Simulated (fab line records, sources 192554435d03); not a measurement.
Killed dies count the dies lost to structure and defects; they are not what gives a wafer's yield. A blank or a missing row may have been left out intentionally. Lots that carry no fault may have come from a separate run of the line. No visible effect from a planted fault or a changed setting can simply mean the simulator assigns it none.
fab line records	flow n5-finfet
record: lots: 7	wafers: 17	last-day: 18
route steps=1938 shown BEOL_M6@1228 PASSIVATION@1936
lots that met no fault: from a run of the same line without faults
start-h: hours from the record's first day to the start of the lot's first wafer shown	wait-h: how many hours have passed since the lot's step before this one	" same as the row above	L1.1+2: a row that stands for several wafers	- no value present, or no start provided	* or withheld: withheld	< > ~ a bound
route shown NAME@n: NAME is a module with steps in the file, n the number in the route of the first one	usual: the fault-free wafers' mean and standard deviation	same: alike in all rows	chamber/n: place in a boat	sites: the reading at each site	_std_site: the values' standard deviation	_edge_site: mean of outer sites minus mean of inner sites	radius-mm: how far each site lies from the wafer's centre	mask NAME#n: copy n	behind: the most recent tool/chamber to have shaped the wafer	hold: reason for holding the lot/hours on hold/outcome of the hold	device: the transistor (n, p or np) that didn't switch	end of line: tests of these same wafers at the route's end	a step with no rows: only its recipe	killed: the dies lost at the first sort to structure and to defects; this is not the yield of the wafer	map: per-die view of a wafer (x killed, . not killed, _ where there is no die)
set.NAME: the setting that was run; set.NAME@STEP: the one run at that earlier step	model.NAME: the simulator's own value behind a step, which no gauge read
lots at selected steps of the route; one table per step, one row per wafer
services: from which hour (start-h, from the record's first day; less than 0 if before it) a tool's chamber was out of use, for how many hours, and why
== steps ==
step: N5_BEOL_M6_OVL_MEAS_29
recipe: points-per-wafer: 522
usual: V5_OVL: 0.6/0.63
lot.wafer	tool	chamber	start-h	wait-h	V5_OVL[nm]
L344.1	overlay-02	0	218.38	0.0	1.3
L344.4	"	0	"	"	1.2
L344.6	"	0	"	"	0.7
L341.2	overlay-01	0	254.21	0.0	1.2
L341.3	"	0	"	"	0.6
L341.6	"	0	"	"	2.0
L349.1	overlay-02	0	273.05	0.0	1.3
L349.4	"	0	"	"	1.1
L348.3	overlay-01	0	273.27	0.0	0.3
L348.4	"	0	"	"	0.4
L348.5	"	0	"	"	0.9
L354.2	overlay-01	0	316.05	0.0	0.6
L354.3	"	0	"	"	0.9
L358.1	overlay-02	0	330.40	0.0	-0.1
L358.5	"	0	"	"	0.1
L360.1	overlay-02	0	334.59	0.0	0.8
L360.5	"	0	"	"	0.2
step: N5_BEOL_M6_INSPECT_30
recipe: mode: adi	inspect-instrument: brightfield
usual: raw-defect-count: 389/69
lot.wafer	tool	chamber	start-h	wait-h	raw-defect-count
L344.1	defect-inspect-02	-	218.44	0.1	548
L344.4	"	-	"	"	501
L344.6	"	-	"	"	341
L341.2	defect-inspect-01	-	254.26	0.0	492
L341.3	"	-	"	"	408
L341.6	"	-	"	"	472
L349.1	defect-inspect-02	-	273.10	0.1	489
L349.4	"	-	"	"	497
L348.3	defect-inspect-01	-	273.32	0.0	388
L348.4	"	-	"	"	448
L348.5	"	-	"	"	421
L354.2	defect-inspect-01	-	316.11	0.0	343
L354.3	"	-	"	"	343
L358.1	defect-inspect-02	-	330.46	0.1	358
L358.5	"	-	"	"	360
L360.1	defect-inspect-02	-	334.64	0.1	394
L360.5	"	-	"	"	507
step: N5_BEOL_M6_DESCUM_33
recipe: chemistry: O2	time-s: 7	source-power-w: 50	bias-power-w: 20	pressure-mtorr: 20	rf-frequency-hz: 2.712e+07	temp-c: 40	resist: CAR-EUV	o2-flow-sccm: 225
usual: drypump-motor-current-A: 5.7/0.41	o2-flow-sccm: 224.9/0.7	oes-product-au: 0.83/0.086	rf-vpp-V: 243.7/1.2	showerhead-plenum-p-Torr: 2.13/0.058	throttle-valve-pct: 20.38/0.2
same: time-s: 7
lot.wafer	tool	chamber	start-h	wait-h	drypump-motor-current-A	o2-flow-sccm	oes-product-au	rf-hours-counter-h	rf-vpp-V	showerhead-plenum-p-Torr	throttle-valve-pct
L344.1	rie-diel-04	0	218.47	0.0	5.3	225.3	0.95	2	244.4	2.16	20.38
L344.4	"	2	"	"	5.8	225.3	0.81	121	244.8	2.20	20.59
L344.6	"	3	"	"	5.3	224.7	0.72	-	242.7	2.06	20.67
L341.2	rie-diel-05	2	254.30	0.0	5.7	225.5	0.75	148	245.3	2.18	20.44
L341.3	"	1	"	"	6.1	224.0	0.86	58	244.3	2.14	20.20
L341.6	"	1	"	"	6.1	223.9	0.86	-	244.6	2.14	20.22
L349.1	rie-diel-04	0	273.14	0.0	5.3	224.1	0.87	27	245.4	2.15	20.42
L349.4	"	2	"	"	5.8	223.9	0.78	-	243.1	2.19	20.61
L348.3	rie-diel-04	2	273.77	0.4	5.8	225.5	0.78	145	245.4	2.20	20.61
L348.4	"	2	"	"	5.9	224.7	0.78	-	243.9	2.20	20.62
L348.5	"	0	"	"	5.3	225.3	0.87	-	243.7	2.15	20.42
L354.2	rie-diel-04	2	316.18	0.1	5.8	225.6	0.77	160	244.9	2.19	20.66
L354.3	"	1	"	"	5.4	225.3	0.93	25	244.3	2.14	20.27
L358.1	rie-diel-06	3	330.49	0.0	5.7	225.5	0.83	72	244.5	2.10	20.09
L358.5	"	1	"	"	6.5	224.5	0.88	-	244.1	2.13	20.10
L360.1	rie-diel-06	2	334.68	0.0	6.4	224.1	0.85	64	242.7	2.14	20.42
L360.5	"	1	"	"	6.5	225.2	0.87	-	244.8	2.13	20.10
step: N5_BEOL_M6_ETCH_72
recipe: chemistry: N2/H2	target: underlayer	target-depth-a: 65	mask-material: CAR-EUV	time-s: 5.2	ion-energy-ev: 200	pressure-mtorr: 30	source-w: 840	bias-w: 150	n2-flow-sccm: 200	h2-flow-sccm: 200	ends: cleared
step: N5_BEOL_M6_ETCH_65
recipe: chemistry: CF4	target: SiARC	target-depth-a: 156	mask-material: CAR-EUV	time-s: 26	ion-energy-ev: 80	pressure-mtorr: 40	source-w: 545	bias-w: 36	Ar_flow_sccm: 100	cf4-flow-sccm: 100	ends: cleared
step: N5_BEOL_M6_ETCH_66
recipe: chemistry: N2/H2	target: SOC	target-depth-a: 800	overetch-a: 160	mask-material: SiARC	temp-c: 40	time-s: 120	ion-energy-ev: 200	pressure-mtorr: 30	source-w: 840	bias-w: 150	n2-flow-sccm: 200	h2-flow-sccm: 200
step: N5_BEOL_M6_STRIP_69
recipe: chemistry: N2/H2	temp-c: 40	n2-flow-sccm: 200	h2-flow-sccm: 200	rf-frequency-hz: 6e+07
step: N5_BEOL_M6_STRIP_73
recipe: chemistry: N2/H2	temp-c: 40	n2-flow-sccm: 200	h2-flow-sccm: 200	rf-frequency-hz: 6e+07
step: N5_BEOL_M6_VIA_ETCH_34
recipe: chemistry: C4F6/O2	target: SiCOH_lowk	target-depth-a: 1263	mask-material: SOC	taper-deg: 4	time-s: 50.9	ion-energy-ev: 250	pressure-mtorr: 30	source-w: 345	bias-w: 185	Ar_flow_sccm: 300	C4F6_flow_sccm: 10	O2_flow_sccm: 10
usual: drypump-motor-current-A: 5.7/0.41	oes-product-au: 0.83/0.086	rf-vpp-V: 672/27	run-length-s: 74.2/0.42	showerhead-plenum-p-Torr: 2.88/0.069	throttle-valve-pct: 20.80/0.23
same: time-s: 50.9
lot.wafer	tool	chamber	start-h	wait-h	drypump-motor-current-A	oes-product-au	rf-hours-counter-h	rf-vpp-V	run-length-s	showerhead-plenum-p-Torr	throttle-valve-pct
L344.1	rie-diel-04	0	218.65	0.0	5.4	0.97	2	695	74.3	2.93	20.89
L344.4	"	2	"	"	5.9	0.80	121	693	74.5	2.97	20.94
L344.6	"	3	"	"	5.3	0.70	-	609	74.5	2.80	21.13
L341.2	rie-diel-05	2	254.48	0.0	5.7	0.76	148	689	74.2	2.94	20.82
L341.3	"	1	"	"	6.1	0.86	58	665	74.4	2.89	20.59
L341.6	"	1	"	"	6.2	0.86	-	665	74.4	2.89	20.60
L349.1	rie-diel-04	0	273.32	0.0	5.3	0.90	27	694	74.0	2.92	20.89
L349.4	"	2	"	"	5.9	0.78	-	693	74.7	2.96	20.98
L348.3	rie-diel-04	2	273.95	0.0	5.9	0.78	145	693	75.0	2.96	20.99
L348.4	"	2	"	"	5.9	0.78	-	693	74.5	2.96	21.00
L348.5	"	0	"	"	5.3	0.89	-	694	74.2	2.92	20.93
L354.2	rie-diel-04	2	316.36	0.0	5.9	0.77	160	692	75.2	2.95	21.01
L354.3	"	1	"	"	5.4	0.91	25	656	74.0	2.87	20.57
L358.1	rie-diel-06	3	330.67	0.0	5.7	0.81	72	653	73.6	2.86	20.56
L358.5	"	1	"	"	6.5	0.90	-	691	74.1	2.90	20.61
L360.1	rie-diel-06	2	334.86	0.0	6.4	0.86	64	704	73.9	2.86	20.59
L360.5	"	1	"	"	6.5	0.89	-	691	74.1	2.90	20.62
step: N5_BEOL_M6_STRIP_76
recipe: chemistry: C4F6/O2	resist: SiARC	rf-frequency-hz: 6e+07
step: N5_BEOL_M6_STRIP_36
recipe: chemistry: N2/H2	power-w: 450	temp-c: 40	pressure-mtorr: 20	rf-frequency-hz: 6e+07	overash-fraction: 0.3	bias-power-w: 7	h2-frac: 0.5	n2-flow-sccm: 200	h2-flow-sccm: 200
usual: drypump-motor-current-A: 5.7/0.41	oes-product-au: 0.83/0.086	power-w: 450.2/1.5	rf-vpp-V: 59.3/1.5	showerhead-plenum-p-Torr: 2.57/0.068	throttle-valve-pct: 23.5/0.33
same: overash-fraction: 0.3
lot.wafer	tool	chamber	start-h	wait-h	drypump-motor-current-A	oes-product-au	power-w	rf-hours-counter-h	rf-vpp-V	showerhead-plenum-p-Torr	throttle-valve-pct
L344.1	rie-diel-04	0	218.71	0.0	5.3	0.95	450.7	2	58.6	2.58	23.3
L344.4	"	2	"	"	5.9	0.81	451.6	121	60.1	2.65	23.4
L344.6	"	3	"	"	5.3	0.72	449.6	-	60.4	2.49	23.6
L341.2	rie-diel-05	2	254.53	0.0	5.7	0.74	448.7	148	61.4	2.67	24.0
L341.3	"	1	"	"	6.1	0.87	448.4	58	58.7	2.58	23.3
L341.6	"	1	"	"	6.1	0.86	450.9	-	59.2	2.57	23.3
L349.1	rie-diel-04	0	273.37	0.0	5.3	0.88	450.2	27	59.1	2.57	23.3
L349.4	"	2	"	"	5.9	0.77	446.7	-	53.7	2.64	23.4
L348.3	rie-diel-04	2	274.00	0.0	5.9	0.78	451.9	145	57.5	2.64	23.4
L348.4	"	2	"	"	5.9	0.79	450.0	-	59.8	2.64	23.4
L348.5	"	0	"	"	5.3	0.88	449.5	-	58.1	2.57	23.3
L354.2	rie-diel-04	2	316.41	0.0	5.9	0.76	450.4	161	60.3	2.63	23.4
L354.3	"	1	"	"	5.4	0.93	451.0	25	58.8	2.61	24.0
L358.1	rie-diel-06	3	330.72	0.0	5.7	0.83	449.6	72	57.9	2.58	23.4
L358.5	"	1	"	"	6.5	0.86	449.0	-	58.7	2.57	23.2
L360.1	rie-diel-06	2	334.91	0.0	6.4	0.84	449.2	64	59.9	2.56	23.2
L360.5	"	1	"	"	6.5	0.86	448.3	-	56.6	2.57	23.1
step: N5_BEOL_M6_TRENCH_ETCH_37
recipe: chemistry: C4F6/O2	target-depth-a: 944.35	target: SiCOH_lowk	time-s: 31.5	ion-energy-ev: 250	pressure-mtorr: 30	source-w: 345	bias-w: 185	Ar_flow_sccm: 300	C4F6_flow_sccm: 10	O2_flow_sccm: 10
usual: drypump-motor-current-A: 5.7/0.41	oes-product-au: 0.83/0.086	rf-vpp-V: 672/27	run-length-s: 54.8/0.41	showerhead-plenum-p-Torr: 2.88/0.069	throttle-valve-pct: 20.83/0.23
same: time-s: 31.5
lot.wafer	tool	chamber	start-h	wait-h	drypump-motor-current-A	oes-product-au	rf-hours-counter-h	rf-vpp-V	run-length-s	showerhead-plenum-p-Torr	throttle-valve-pct
L344.1	rie-diel-04	0	-	-	5.3	0.96	2	696	54.6	2.93	20.90
L344.4	"	2	"	"	5.9	0.80	121	695	55.0	2.97	20.97
L344.6	"	3	"	"	5.3	0.70	-	609	55.2	2.80	21.13
L341.2	rie-diel-05	2	-	-	5.7	0.75	148	690	54.6	2.94	20.86
L341.3	"	1	"	"	6.1	0.84	58	664	54.9	2.89	20.61
L341.6	"	1	"	"	6.1	0.85	-	665	55.0	2.89	20.62
L349.1	rie-diel-04	0	-	-	5.3	0.90	27	695	55.3	2.92	20.95
L349.4	"	2	"	"	5.9	0.79	-	693	55.8	2.96	21.03
L348.3	rie-diel-04	2	-	-	5.9	0.78	145	694	54.9	2.96	21.02
L348.4	"	2	"	"	5.9	0.78	-	692	55.1	2.96	21.00
L348.5	"	0	"	"	5.3	0.90	-	695	54.8	2.92	20.93
L354.2	rie-diel-04	2	-	-	5.8	0.77	161	693	55.3	2.95	21.02
L354.3	"	1	"	"	5.4	0.91	25	658	54.2	2.87	20.58
L358.1	rie-diel-06	3	-	-	5.7	0.81	72	650	54.3	2.86	20.58
L358.5	"	1	"	"	6.5	0.88	-	690	55.4	2.90	20.65
L360.1	rie-diel-06	2	-	-	6.4	0.86	64	703	54.7	2.86	20.62
L360.5	"	1	"	"	6.5	0.89	-	691	54.9	2.90	20.67
step: N5_BEOL_M6_ETCH_41
recipe: chemistry: CH3F/O2	target: SiCN	target-depth-a: 297	taper-deg: 2	time-s: 52	ion-energy-ev: 120	mask-material: TiN	pressure-mtorr: 30	source-w: 395	bias-w: 75	Ar_flow_sccm: 150	CH3F_flow_sccm: 30	O2_flow_sccm: 20
usual: drypump-motor-current-A: 5.7/0.41	oes-product-au: 0.83/0.087	rf-vpp-V: 297.9/1.4	run-length-s: 75.3/0.42	showerhead-plenum-p-Torr: 2.03/0.05	throttle-valve-pct: 16.22/0.23
lot.wafer	tool	chamber	start-h	wait-h	drypump-motor-current-A	oes-product-au	rf-hours-counter-h	rf-vpp-V	run-length-s	showerhead-plenum-p-Torr	throttle-valve-pct	model.etch.depth-nm
L344.1	rie-diel-04	0	218.78	-	5.3	0.97	2	298.0	75.6	2.06	16.22	20.18
L344.4	"	2	"	"	5.9	0.82	121	299.6	75.7	2.09	16.39	20.12
L344.6	"	3	"	"	5.3	0.70	-	296.4	75.6	1.97	16.65	19.8
L341.2	rie-diel-05	2	254.60	-	5.7	0.75	148	299.7	75.2	2.07	16.29	20
L341.3	"	1	"	"	6.1	0.86	58	298.2	75.2	2.03	16.00	20.29
L341.6	"	1	"	"	6.1	0.86	-	297.5	75.3	2.03	16.00	20.44
L349.1	rie-diel-04	0	273.44	-	5.3	0.90	27	299.5	75.9	2.05	16.28	20.18
L349.4	"	2	"	"	5.8	0.78	-	300.0	72.7	2.08	16.44	18.71
L348.3	rie-diel-04	2	274.07	-	5.8	0.78	145	298.4	72.6	2.08	16.45	18.7
L348.4	"	2	"	"	5.8	0.78	-	299.8	72.2	2.08	16.41	18.71
L348.5	"	0	"	"	5.3	0.90	-	297.0	75.5	2.05	16.28	20.03
L354.2	rie-diel-04	2	316.49	-	5.9	0.77	161	298.7	75.5	2.08	16.45	19.97
L354.3	"	1	"	"	5.4	0.92	25	299.0	71.4	2.03	16.02	18.83
L358.1	rie-diel-06	3	330.80	-	5.7	0.81	72	297.5	75.0	2.02	16.03	20.07
L358.5	"	1	"	"	6.5	0.90	-	298.1	75.3	2.04	16.01	20.86
L360.1	rie-diel-06	2	334.98	-	6.4	0.86	64	298.4	74.8	2.01	16.08	19.76
L360.5	"	1	"	"	6.5	0.88	-	298.9	75.4	2.04	15.99	20.33
step: N5_BEOL_M6_STRIP_80
recipe: chemistry: N2/H2	time-s: 10	power-w: 450	temp-c: 40	pressure-mtorr: 20	rf-frequency-hz: 6e+07	bias-power-w: 7	n2-flow-sccm: 200	h2-flow-sccm: 200
usual: drypump-motor-current-A: 5.7/0.41	oes-product-au: 0.83/0.086	rf-vpp-V: 59.4/0.87	showerhead-plenum-p-Torr: 2.57/0.068	throttle-valve-pct: 23.5/0.33
same: time-s: 10
lot.wafer	tool	chamber	start-h	wait-h	drypump-motor-current-A	oes-product-au	rf-hours-counter-h	rf-vpp-V	showerhead-plenum-p-Torr	throttle-valve-pct
L344.1	rie-diel-04	0	-	-	5.3	0.96	2	58.6	2.59	23.3
L344.4	"	2	"	"	5.9	0.81	121	58.4	2.65	23.4
L344.6	"	3	"	"	5.3	0.71	-	58.2	2.49	23.6
L341.2	rie-diel-05	2	-	-	5.7	0.75	148	58.6	2.67	24.0
L341.3	"	1	"	"	6.1	0.86	58	59.5	2.58	23.3
L341.6	"	1	"	"	6.1	0.87	-	59.9	2.58	23.3
L349.1	rie-diel-04	0	-	-	5.3	0.87	27	58.4	2.57	23.3
L349.4	"	2	"	"	5.9	0.78	-	60.5	2.64	23.4
L348.3	rie-diel-04	2	-	-	5.8	0.78	145	59.3	2.64	23.4
L348.4	"	2	"	"	5.9	0.79	-	60.2	2.64	23.4
L348.5	"	0	"	"	5.3	0.87	-	61.4	2.57	23.3
L354.2	rie-diel-04	2	-	-	5.9	0.76	161	59.6	2.63	23.4
L354.3	"	1	"	"	5.4	0.92	25	61.0	2.61	24.1
L358.1	rie-diel-06	3	-	-	5.8	0.82	72	59.7	2.58	23.4
L358.5	"	1	"	"	6.5	0.87	-	59.8	2.57	23.1
L360.1	rie-diel-06	2	-	-	6.4	0.84	64	59.1	2.56	23.2
L360.5	"	1	"	"	6.5	0.86	-	60.6	2.56	23.1
step: N5_PASSIVATION_PROBE_49
usual: defect-limited-yield: 91.1/1.3	killed_at_M0_to_M3: 32/9.7	killed_at_M4_up: 16/6	killed-at-contacts: 12/5.9	killed-at-front-end: 41/11	killed-at-other: 4/3.1	killed-dies: 104/16	killed-open: 68/12	killed-short: 34/7.4	sort_bin_5_function: 5.1/0.85	sort_bin_6_memory: 3.3/0.66	sort-n-pass: 1075/16	sort-yield-pct: 91.1/1.4
same: gross-dies: 1180	killed-at-back-side: 0	sort_bin_4_leakage[%]: 0	sort_bin_8_speed[%]: 0
lot.wafer	tool	chamber	start-h	wait-h	defect-limited-yield[%]	killed_at_M0_to_M3	killed_at_M4_up	killed-at-contacts	killed-at-front-end	killed-at-other	killed-dies	killed-open	killed-short	sort_bin_5_function[%]	sort_bin_6_memory[%]	sort-n-pass	sort-yield-pct[%]
L344.1	prober-01	-	321.37	0.0	91.8	27	22	15	31	2	97	61	34	4.6	3.5	1083	91.8
L344.4	prober-01	-	321.52	0.2	91.2	22	14	10	54	4	104	70	33	5.5	3.1	1076	91.2
L344.6	prober-01	-	321.62	0.3	93.6	29	11	2	32	2	76	52	24	4.2	2.1	1104	93.6
L341.2	prober-02	-	341.63	0.1	91.8	33	19	5	37	3	97	60	37	4.5	3.1	1083	91.8
L341.3	prober-02	-	341.68	0.1	92.0	18	15	9	52	0	94	56	38	4.7	3.1	1086	92.0
L341.6	prober-02	-	341.83	0.3	91.3	34	15	0	48	6	103	66	37	4.7	3.6	1077	91.3
L354.2	prober-01	-	399.99	0.1	90.9	26	17	11	49	4	107	61	36	3.8	4.1	1073	90.9
L354.3	prober-01	-	400.04	0.1	90.2	21	24	19	52	0	116	83	28	5.7	3.6	1064	90.2
L358.1	prober-02	-	418.20	0.0	90.9	24	17	22	38	6	107	59	43	4.8	3.4	1073	90.9
L358.5	prober-02	-	418.40	0.2	93.1	21	18	3	33	6	81	49	25	3.3	2.6	1099	93.1
killed by level:class
L344.1 MOL_CONTACT_COAG:geometric-particle:open=12 STI_FIN_REVEAL:geometric-particle:open=8 BEOL_M0_SAQP:geometric-particle:open=8 BEOL_M1:geometric-particle:short=7 BEOL_M5:geometric-particle:open=7 BEOL_M4:geometric-particle:open=5 STI_FIN_REVEAL:geometric-particle:short=4 FIN_SAQP:geometric-particle:short=3
L344.4 FIN_SAQP:geometric-particle:short=10 FIN_SAQP:geometric-particle:open=9 STI_FIN_REVEAL:geometric-particle:open=9 MOL_CONTACT_COAG:geometric-particle:open=9 BEOL_M0_SAQP:geometric-particle:open=8 DUMMY_GATE:geometric-particle:open=8 BEOL_M4:geometric-particle:open=5 ILD0:geometric-particle:short=4
L344.6 FIN_SAQP:geometric-particle:open=10 BEOL_M0_SAQP:geometric-particle:open=10 BEOL_M2:geometric-particle:open=8 BEOL_M5:geometric-particle:open=4 BEOL_M0_SAQP:geometric-particle:short=4 STI_FIN_REVEAL:geometric-particle:open=3 GATE_CUT:geometric-particle:short=3 BEOL_M1:geometric-particle:short=3
L341.2 BEOL_M2:geometric-particle:open=10 BEOL_M4:geometric-particle:short=10 BEOL_M0_SAQP:geometric-particle:open=9 GATE_CUT:geometric-particle:open=8 DUMMY_GATE:geometric-particle:open=7 FIN_SAQP:geometric-particle:open=4 STARTING-WAFER:geometric-particle:open=4 STARTING-WAFER:geometric-particle:short=4
L341.3 FIN_SAQP:geometric-particle:open=15 GATE_CUT:geometric-particle:short=13 FIN_SAQP:geometric-particle:short=10 MOL_CONTACT_COAG:geometric-particle:open=8 DUMMY_GATE:geometric-particle:open=4 BEOL_M2:geometric-particle:open=4 BEOL_M4:geometric-particle:open=4 BEOL_M5:geometric-particle:open=4
L341.6 DUMMY_GATE:geometric-particle:open=11 BEOL_M2:geometric-particle:open=8 BEOL_M0_SAQP:geometric-particle:open=7 FIN_SAQP:geometric-particle:open=6 BEOL_M1:geometric-particle:short=6 FIN_SAQP:geometric-particle:short=5 GATE_CUT:geometric-particle:short=5 BEOL_M0:geometric-particle:short=4
L354.2 STI_FIN_REVEAL:geometric-particle:open=12 HKMG_FIN:area-etch=10 BEOL_M4:geometric-particle:open=8 MOL_CONTACT_COAG:geometric-particle:open=7 BEOL_M0_SAQP:geometric-particle:open=7 DUMMY_GATE:geometric-particle:open=6 BEOL_M3:geometric-particle:open=5 STI_FIN_REVEAL:geometric-particle:short=4
L354.3 MOL_CONTACT_COAG:geometric-particle:open=17 DUMMY_GATE:geometric-particle:open=14 STI_FIN_REVEAL:geometric-particle:open=9 BEOL_M3:geometric-particle:open=9 BEOL_M4:geometric-particle:open=9 FIN_SAQP:geometric-particle:open=6 BEOL_M2:geometric-particle:open=5 BEOL_M4:geometric-particle:short=5
L358.1 MOL_CONTACT_COAG:geometric-particle:open=17 BEOL_M2:geometric-particle:open=8 FIN_SAQP:geometric-particle:short=7 GATE_CUT:geometric-particle:short=6 STI_FIN_REVEAL:geometric-particle:open=5 MOL_CONTACT_COAG:geometric-particle:short=5 BEOL_M1:geometric-particle:open=5 PAD_METAL:geometric-particle:short=4
L358.5 FIN_SAQP:geometric-particle:short=7 STI_FIN_REVEAL:geometric-particle:open=5 BEOL_M3:geometric-particle:open=5 BEOL_M5:geometric-particle:open=5 HKMG_FIN:area-etch=5 BEOL_M2:geometric-particle:open=4 BEOL_M4:geometric-particle:open=4 BEOL_M8:geometric-particle:open=4
== services ==
tool	chamber	start-h	hours	kind
rie-diel-04	0	197.28	-	clean
rie-diel-04	0	197.28	-	consumable-replace:focus-ring
rie-diel-04	0	197.28	12.2	scheduled-down
rie-diel-04	0	197.28	12.2	vent-cycle
rie-diel-05	-	205.16	0.7	repair
rie-diel-05	-	218.37	0.1	repair
rie-diel-04	1	229.60	-	clean
rie-diel-04	1	229.60	-	consumable-replace:focus-ring
rie-diel-04	1	229.60	21.3	scheduled-down
rie-diel-04	1	229.60	21.3	vent-cycle
rie-diel-05	3	242.46	40.9	repair
rie-diel-04	3	250.90	-	clean
rie-diel-04	3	250.90	-	consumable-replace:focus-ring
rie-diel-04	3	250.90	25.0	scheduled-down
rie-diel-04	3	250.90	25.0	vent-cycle
rie-diel-04	1	252.29	3.0	repair
rie-diel-06	2	275.94	2.5	repair
rie-diel-05	3	283.73	-	clean
rie-diel-05	3	283.73	-	consumable-replace:focus-ring
rie-diel-05	3	283.73	26.2	scheduled-down
rie-diel-05	3	283.73	26.2	vent-cycle
rie-diel-06	0	300.33	-	clean
rie-diel-06	0	300.33	-	consumable-replace:focus-ring
rie-diel-06	0	300.33	-	consumable-replace:showerhead
== key ==
first-sign: step: N5_BEOL_M6_ETCH_41	reading: run-length-s	direction: down	sigmas: 7.3	usual: *	struck: *
effect none on later readings
model-effect: step: N5_BEOL_M6_ETCH_41	value: etch.depth-nm	without: 20.03	struck: 18.74
met-at N5_BEOL_M6_ETCH_41
struck-wafers L348.3,L348.4,L349.4,L354.3
baseline-loss: step: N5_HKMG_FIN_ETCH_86	wafers: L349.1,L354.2
onset-between 218.78 273.44
fault: kind: process-parameter-drift	tool: rie-diel-04	chamber: -	onset-h: 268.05	steps: N5_BEOL_M6_ETCH_41	channel: time-s	offset: *	shape: step	end-h: 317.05	scope: struck-wafers-only	acts-in: *	stated: *
baseline-loss: these wafers lose ten dies or more at that step, a loss of the line's own and not of a fault; the sort's usual values leave them out
